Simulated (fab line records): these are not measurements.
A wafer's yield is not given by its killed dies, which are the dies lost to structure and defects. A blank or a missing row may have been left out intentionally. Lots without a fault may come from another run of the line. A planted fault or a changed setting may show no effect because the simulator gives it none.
Split-lot study -- flow n5 finfet -- on a route of 1938 steps: 7 lots, 21 wafers read

THE SPLIT ITSELF
At N5_MOL_CONTACT_COAG_EXPOSE_37 (exposes mask VD, defocus 0 nm), the setting dose mj was moved away from the recipe's 62 on 7 of the 21 wafers read, by -5.9% to -2.0%. This setting was run at the recipe's value on the other wafers.

FROM THE SPLIT TO THE READING: what the file shows between them, 2 steps
- N5_MOL_CONTACT_COAG_PEB_38: peb time 60 s
- N5_MOL_CONTACT_COAG_DEVELOP_39: develop time 30 s

THE READING
Shown in nm: cd nm at N5_MOL_CONTACT_COAG_CD_MEAS_40, with target cd 25.1 nm. Typical for fault-free wafers on this fab line: 25.15 nm, with standard deviation 0.23 nm.

wafer,"tool, chamber at the split",dose mj as run,against the recipe,"cd nm, nm",against lot-mates on the recipe
L074.1,"euv scanner-01, 0",60.56,-2.3%,24.59,-0.58
L074.4,"euv scanner-01, 0",62,recipe,25.34,-
L074.5,"euv scanner-01, 0",62,recipe,25.00,-
L084.1,"euv scanner-01, 0",60.15,-3.0%,24.38,-0.50
L084.2,"euv scanner-01, 0",60.15,-3.0%,24.45,-0.43
L084.5,"euv scanner-01, 0",62,recipe,24.88,-
L086.2,"euv scanner-02, 0",62,recipe,25.53,-
L086.5,"euv scanner-02, 0",60.51,-2.4%,24.55,-0.78
L086.6,"euv scanner-02, 0",62,recipe,25.12,-
L087.3,"euv scanner-02, 0",60.76,-2.0%,24.80,-0.69
L087.5,"euv scanner-02, 0",62,recipe,25.49,-
L087.6,"euv scanner-02, 0",60.76,-2.0%,24.45,-1.04
L089.2,"euv scanner-02, 0",62,recipe,25.18,-
L089.4,"euv scanner-02, 0",62,recipe,25.14,-
L089.6,"euv scanner-02, 0",62,recipe,25.14,-
L093.1,"euv scanner-01, 0",62,recipe,25.37,-
L093.2,"euv scanner-01, 0",58.33,-5.9%,24.10,-1.19
L093.4,"euv scanner-01, 0",62,recipe,25.21,-
L094.3,"euv scanner-02, 0",62,recipe,24.84,-
L094.4,"euv scanner-02, 0",62,recipe,24.82,-
L094.5,"euv scanner-02, 0",62,recipe,24.89,-

FIT RESULTS
A straight line over all 21 wafers: cd nm changes by +0.206 nm for each +1% of dose mj; r = +0.85; the points scatter about the line by 0.21 nm.
The same after taking each lot's own level away (the mean of its wafers on the recipe; 21 wafers): +0.22 nm for each +1%; r = +0.88; scatter 0.19 nm.
That fit puts the effect of the largest move of dose mj on the reading at 1.3 nm.
Across the lots, their own levels run from 24.850 to 25.490 nm, a range of 2.8 times the standard deviation given above.
Consequently the slope shifts little with the lot-to-lot level, the two slopes agreeing.
Check: for one of the wafers moved furthest among these (-5.9%), held out of the fit, the line's prediction against its lot-mates is -1.49 nm. Against them it came out at -1.19 nm.

OTHER SPLITS ON THESE WAFERS
These wafers also went through other splits before the reading. Each is held against what the fit with the lots' levels taken away leaves over:
other split on the same wafers,wafers away from the commonest value,r with cd nm (lot level and that fit taken away)
N5_SDB_COAT_05 spin rpm,7,-0.05
N5_HKMG_FIN_EXPOSE_09 dose mj,8,-0.03
N5_MOL_CONTACT_COAG_ETCH_15 source w,3,+0.07

THE FILE'S OWN FIT
cd nm changes by +0.227 nm for each +1% of dose mj, r = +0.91.
